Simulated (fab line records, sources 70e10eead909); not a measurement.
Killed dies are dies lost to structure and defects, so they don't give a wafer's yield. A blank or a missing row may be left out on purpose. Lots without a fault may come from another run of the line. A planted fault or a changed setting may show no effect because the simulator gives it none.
Chamber matching | flow nand_harc | NHARC_A_CHANNEL_FILL_D1_CMP_10 on cmp-01: 4 sister chambers
The step polishes, target thk 150 nm. 18 wafers are shown with their chamber, then 9 later ones without.

WAFERS WITH THEIR CHAMBER
wafer  | chamber | motor_current_A (A) | time_to_endpoint_s (s) | slurry_filter_dp_kPa (kPa)
L075.1 | 2       | 12.9                | 17.2                   | 13.55
L075.2 | 3       | 10.8                | 13.3                   | 13.42
L075.4 | 1       | 11.4                | 13.3                   | 13.60
L078.2 | 1       | 10.7                | 12.2                   | 13.50
L078.4 | 3       | 11.0                | 15.3                   | 13.41
L078.5 | 0       | 12.0                | 12.4                   | 13.62
L081.2 | 1       | 10.9                | 12.7                   | 13.33
L081.3 | 2       | 12.8                | 16.0                   | 13.47
L081.5 | 0       | 12.1                | 12.7                   | 13.44
L083.2 | 0       | 11.8                | 13.4                   | 13.56
L083.4 | 3       | 11.6                | 15.4                   | 13.58
L083.6 | 2       | 13.6                | 17.0                   | 13.36
L087.1 | 1       | 11.6                | 18.9                   | 13.56
L087.2 | 2       | 13.2                | 18.8                   | 13.58
L087.4 | 3       | 11.1                | 18.8                   | 13.49
L088.1 | 0       | 11.9                | 13.3                   | 13.62
L088.5 | 1       | 11.1                | 14.1                   | 13.54
L088.6 | 0       | 12.0                | 11.6                   | 13.42

SIGNATURES (means of the wafers above)
reading              | chamber 0 | chamber 1 | chamber 2 | chamber 3 | scatter within a chamber
motor_current_A      | 11.960    | 11.140    | 13.125    | 11.125    | 0.307
time_to_endpoint_s   | 12.680    | 14.240    | 17.250    | 15.700    | 1.91
slurry_filter_dp_kPa | 13.5320   | 13.5060   | 13.4900   | 13.4750   | 0.0959
Rule: a wafer's distance from a chamber is the root of the sum, over the readings, of the square of ((its reading less the chamber's mean) divided by the reading's scatter). The wafer belongs to the nearest chamber; if the next one is less than 2 further off, it can't be placed. The scatter: the root of (the sum of the squares of (reading less its chamber's mean) over the shown wafers, divided by (wafers less chambers)).

WAFERS WITHOUT THEIR CHAMBER
wafer  | motor_current_A (A) | time_to_endpoint_s (s) | slurry_filter_dp_kPa (kPa)
L094.1 | 11.3                | 14.6                   | 13.49
L094.4 | 10.8                | 16.8                   | 13.45
L094.6 | 11.1                | 15.2                   | 13.59
L096.3 | 12.8                | 15.8                   | 13.60
L096.5 | 11.4                | 13.1                   | 13.40
L096.6 | 11.1                | 15.3                   | 13.51
L097.1 | 11.5                | 12.3                   | 13.59
L097.2 | 11.2                | 13.2                   | 13.49
L097.4 | 13.2                | 15.5                   | 13.61

WHICH CHAMBER EACH WENT THROUGH
wafer  | from the rows above          | in truth
L094.1 | can't be placed: 1 or 3 or 0 | 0
L094.4 | can't be placed: 3 or 1      | 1
L094.6 | can't be placed: 1 or 3      | 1
L096.3 | can't be placed: 2 or 0      | 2
L096.5 | can't be placed: 1 or 3 or 0 | 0
L096.6 | can't be placed: 3 or 1      | 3
L097.1 | can't be placed: 0 or 1 or 3 | 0
L097.2 | can't be placed: 1 or 3 or 0 | 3
L097.4 | 2                            | 2
Placed correctly: 1 of 9. Can't be placed from these rows: 8 (the true chamber is among the candidates in 8). Placed wrongly: 0.
